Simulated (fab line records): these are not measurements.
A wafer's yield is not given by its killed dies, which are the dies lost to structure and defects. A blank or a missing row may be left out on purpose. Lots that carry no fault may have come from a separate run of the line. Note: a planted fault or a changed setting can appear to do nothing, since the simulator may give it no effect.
Which tool is to blame? | flow nandHarc | 14 lots, 42 wafers sampled, at 5 steps of a route of 1159

WHAT THE GAUGES READ, wafer by wafer
NHARC_P_M0_THK_MEAS_24: measures by xrf. Usual: thkNm reads 117.4 nm (standard deviation 1.4).
lot  | measured     | on           | thkNm (nm)        | flag
L776 | day 5 22:44  | filmMetro-02 | 114.3 115.0 117.3 | 
L778 | day 6 16:47  | filmMetro-02 | 115.9 114.6 119.6 | 
L779 | day 6 17:07  | filmMetro-02 | 118.6 117.4 118.7 | 
L781 | day 6 19:48  | filmMetro-01 | 117.4 118.1 118.2 | 
L782 | day 7 12:18  | filmMetro-02 | 119.6 118.1 119.1 | 
L785 | day 8 04:31  | filmMetro-02 | 396.4 394.7 392.1 | OFF
L783 | day 8 05:28  | filmMetro-02 | 397.9 403.9 411.0 | OFF
L794 | day 10 06:28 | filmMetro-02 | 117.8 115.4 117.4 | 
L793 | day 10 09:05 | filmMetro-02 | 116.0 116.8 118.7 | 
L795 | day 10 14:23 | filmMetro-02 | 117.1 118.2 117.3 | 
L797 | day 11 02:34 | filmMetro-02 | 119.2 115.2 117.0 | 
L796 | day 11 02:20 | filmMetro-01 | 119.3 118.7 117.5 | 
L799 | day 11 10:26 | filmMetro-01 | 115.4 115.9 119.1 | 
L798 | day 11 12:10 | filmMetro-02 | 117.0 116.4 115.6 | 

WHICH TOOL RAN EACH LOT (tool, then ch and the chambers of the sampled wafers, then the start)
lot  | NHARC_P_CONTACT_ALD_22             | NHARC_P_M0_DEGAS_28         | NHARC_P_M0_ANNEAL_30            | NHARC_P_M0_CMP_23
L776 | aldMetal-04 ch 0,1,2, day 5 15:56  | pvdSputter-03, day 5 21:20  | rtpAnneal-01 ch 0, day 5 22:13  | cmp-01 ch 0,2,3, day 5 22:28
L778 | aldMetal-03 ch 0,1,2, day 6 11:58  | pvdSputter-02, day 6 15:23  | rtpAnneal-02 ch 0, day 6 16:07  | cmp-01 ch 0,1,3, day 6 16:29
L779 | aldMetal-02 ch 2,3, day 6 12:15    | pvdSputter-01, day 6 15:44  | rtpAnneal-01 ch 0, day 6 16:28  | cmp-04 ch 0,1,3, day 6 16:49
L781 | aldMetal-04 ch 0,1,3, day 6 15:00  | pvdSputter-02, day 6 18:19  | rtpAnneal-02 ch 0, day 6 19:10  | cmp-04 ch 0,1,2, day 6 19:32
L782 | aldMetal-04 ch 0,3, day 7 07:47    | pvdSputter-01, day 7 10:54  | rtpAnneal-01 ch 0, day 7 11:44  | cmp-04 ch 0,3, day 7 12:01
L785 | aldMetal-02 ch 0,1, day 7 23:54    | pvdSputter-03, day 8 03:04  | rtpAnneal-01 ch 0, day 8 03:50  | cmp-01 ch 1,2, day 8 04:11
L783 | aldMetal-04 ch 0,2,3, day 8 00:56  | pvdSputter-01, day 8 04:02  | rtpAnneal-01 ch 0, day 8 04:51  | cmp-04 ch 0,2, day 8 05:10
L794 | aldMetal-02 ch 0,2,3, day 10 01:46 | pvdSputter-03, day 10 05:03 | rtpAnneal-02 ch 0, day 10 05:51 | cmp-04 ch 0,1,3, day 10 06:08
L793 | aldMetal-04 ch 1,2,3, day 10 04:16 | pvdSputter-01, day 10 07:27 | rtpAnneal-01 ch 0, day 10 08:31 | cmp-01 ch 1,2,3, day 10 08:47
L795 | aldMetal-02 ch 2,3, day 10 09:32   | pvdSputter-02, day 10 12:43 | rtpAnneal-01 ch 0, day 10 13:43 | cmp-04 ch 2,3, day 10 14:04
L797 | aldMetal-03 ch 0,1,3, day 10 18:28 | pvdSputter-01, day 11 01:05 | rtpAnneal-01 ch 0, day 11 01:54 | cmp-03 ch 0,2,3, day 11 02:15
L796 | aldMetal-02 ch 1,2,3, day 10 19:05 | pvdSputter-02, day 11 00:56 | rtpAnneal-02 ch 0, day 11 01:40 | cmp-04 ch 0,1,3, day 11 02:01
L799 | aldMetal-03 ch 1,3, day 11 03:53   | pvdSputter-01, day 11 08:54 | rtpAnneal-01 ch 0, day 11 09:50 | cmp-03 ch 0,1, day 11 10:08
L798 | aldMetal-02 ch 0,1, day 11 07:30   | pvdSputter-03, day 11 10:46 | rtpAnneal-01 ch 0, day 11 11:34 | cmp-03 ch 0,2,3, day 11 11:53
- NHARC_P_CONTACT_ALD_22: deposits TiN, target thk 3 nm, pulse time 1 s, ald cycles 150.
- NHARC_P_M0_DEGAS_28: time 60 s.
- NHARC_P_M0_ANNEAL_30: time 90 s.
- NHARC_P_M0_CMP_23: polishes, t overpolish 20 s, target thk 117.53 nm.

WHAT THE TOOLS THEMSELVES READ (means of the sampled wafers that have a number; where no wafer has one, the mark that the record gives instead)
NHARC_P_CONTACT_ALD_22. Usual: heaterPowerW 1104 W, standard deviation 100; precursorPulseHeightRel 1.001, standard deviation 0.019.
lot  | tool        | heaterPowerW (W) | precursorPulseHeightRel | flag
L776 | aldMetal-04 | 1037             | 1.000                   | 
L778 | aldMetal-03 | 1202             | 0.991                   | 
L779 | aldMetal-02 | 1176             | 0.993                   | 
L781 | aldMetal-04 | 1070             | 1.003                   | 
L782 | aldMetal-04 | 1084             | 0.984                   | 
L785 | aldMetal-02 | 1149             | 1.014                   | 
L783 | aldMetal-04 | 1036             | 1.005                   | 
L794 | aldMetal-02 | 1141             | 0.991                   | 
L793 | aldMetal-04 | 1018             | 0.988                   | 
L795 | aldMetal-02 | 1158             | 1.000                   | 
L797 | aldMetal-03 | 1178             | 0.981                   | 
L796 | aldMetal-02 | 1181             | 1.001                   | 
L799 | aldMetal-03 | 1091             | 1.003                   | 
L798 | aldMetal-02 | 1120             | 1.006                   | 

NHARC_P_M0_DEGAS_28. Usual: heaterPowerW reads 328 W (standard deviation 22).
lot  | tool          | heaterPowerW (W) | flag
L776 | pvdSputter-03 | 338              | 
L778 | pvdSputter-02 | 315              | 
L779 | pvdSputter-01 | 330              | 
L781 | pvdSputter-02 | 317              | 
L782 | pvdSputter-01 | 324              | 
L785 | pvdSputter-03 | 306              | 
L783 | pvdSputter-01 | 324              | 
L794 | pvdSputter-03 | 322              | 
L793 | pvdSputter-01 | 308              | 
L795 | pvdSputter-02 | 335              | 
L797 | pvdSputter-01 | 336              | 
L796 | pvdSputter-02 | 328              | 
L799 | pvdSputter-01 | 320              | 
L798 | pvdSputter-03 | 321              | 

NHARC_P_M0_ANNEAL_30. Usual: wafer_temp_C_max reads 226.15 (standard deviation 0.29).
lot  | tool         | wafer_temp_C_max | flag
L776 | rtpAnneal-01 | 225.98           | 
L778 | rtpAnneal-02 | 226.42           | 
L779 | rtpAnneal-01 | 225.99           | 
L781 | rtpAnneal-02 | 226.14           | 
L782 | rtpAnneal-01 | 225.74           | 
L785 | rtpAnneal-01 | 226.29           | 
L783 | rtpAnneal-01 | 226.07           | 
L794 | rtpAnneal-02 | 226.48           | 
L793 | rtpAnneal-01 | 225.99           | 
L795 | rtpAnneal-01 | 226.00           | 
L797 | rtpAnneal-01 | 225.91           | 
L796 | rtpAnneal-02 | 226.23           | 
L799 | rtpAnneal-01 | 225.85           | 
L798 | rtpAnneal-01 | 226.04           | 

NHARC_P_M0_CMP_23. Usual: edgeZonePressureFrac 1.000, standard deviation 0.0046; motorCurrentA 12.1 A, standard deviation 1.1; timeToEndpointS 28.2 s, standard deviation 2.5.
lot  | tool   | edgeZonePressureFrac | motorCurrentA (A) | timeToEndpointS (s) | flag
L776 | cmp-01 | 1.003                | 12.6              | 26.6                | 
L778 | cmp-01 | 1.004                | 12.4              | 23.9                | 
L779 | cmp-04 | 1.001                | 12.1              | 29.2                | 
L781 | cmp-04 | 1.001                | 12.0              | 30.8                | 
L782 | cmp-04 | 1.001                | 12.3              | 31.7                | 
L785 | cmp-01 | -                    | -                 | -                   | OFF
L783 | cmp-04 | -                    | -                 | -                   | OFF
L794 | cmp-04 | 0.999                | 12.2              | 30.7                | 
L793 | cmp-01 | 0.998                | 12.3              | 27.4                | 
L795 | cmp-04 | 0.999                | 11.2              | 31.7                | 
L797 | cmp-03 | 1.001                | 12.2              | 26.9                | 
L796 | cmp-04 | 1.004                | 11.7              | 29.7                | 
L799 | cmp-03 | 1.003                | 13.4              | 27.6                | 
L798 | cmp-03 | 0.999                | 12.1              | 27.8                | 

THE ANSWER, worked out from the rows above alone
Rule: a lot is off if the mean of its wafers that have a number lies more than 3 standard deviations from the usual mean. Also off: a lot with no number at a reading for which 4 or more lots have one. Where the step has rows for the other lots, those lots are counted as sound. After the gauges, taken in route order, come the tools' own readings; for these a lot's mean is taken, as printed above. The first step at which some lot is off is used, and at that step the reading that is off furthest; a lot without a number counts as furthest.
Off: L785, L783, at NHARC_P_M0_THK_MEAS_24 (thkNm).
If a tool, at a process step before that reading, ran all the lots that are off and no sound lot after the first of them, it fits. The gauges at NHARC_P_M0_THK_MEAS_24 aren't tried: what is off there is off at NHARC_P_M0_CMP_23 too, on other tools, and a gauge's error can't cause that. Of those tried, none fits.

WHAT THE SIMULATOR HAD INSERTED
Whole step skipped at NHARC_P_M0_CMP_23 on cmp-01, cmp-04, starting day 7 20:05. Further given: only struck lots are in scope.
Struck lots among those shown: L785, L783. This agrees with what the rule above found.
